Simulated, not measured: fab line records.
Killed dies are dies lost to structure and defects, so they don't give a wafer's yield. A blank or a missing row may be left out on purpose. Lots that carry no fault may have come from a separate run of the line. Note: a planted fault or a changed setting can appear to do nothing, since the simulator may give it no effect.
Chamber matching -- flow n5_finfet -- pecvd-04 running N5_SDB_HM_DEP_00: 3 sister chambers
The step deposits SiNx from SiH4/NH3/N2, target thk 40 nm, time 35.3 s. 3 wafers are shown with their chamber, then 8 later ones without.

## EACH WAFER AND ITS CHAMBER
wafer,chamber,throttle_valve_pct (%)
L081.4,0,39.2
L081.6,2,40.2
L087.2,1,42.9

## WAFERS WITH NO CHAMBER GIVEN
wafer,throttle_valve_pct (%)
L087.3,43.2
L087.6,39.2
L092.2,39.1
L092.3,40.1
L092.6,42.9
L094.1,40.2
L094.2,43.1
L094.6,39.6

## WHICH CHAMBER EACH ONE RAN IN
wafer,from the rows above,in truth
L087.3,1,1
L087.6,0,0
L092.2,0,0
L092.3,2,2
L092.6,1,1
L094.1,2,2
L094.2,1,1
L094.6,can't be placed: 0 or 2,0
7 of 8 placed correctly. Not placeable from these rows: 1 (in 1, the candidates include the true chamber). Placed wrongly: 0.
How it was worked out, from the rows above alone: a wafer's distance from a chamber is the root of the sum, over the readings, of the square of ((its reading less the chamber's mean) divided by the reading's scatter). If the next closest chamber is less than 2 further off than the closest, the wafer can't be placed; otherwise it belongs to the closest. A chamber's mean is the mean of its shown wafers. The scatter: root of mean squared gap, hidden wafer to nearest shown wafer, with one shown wafer a chamber.
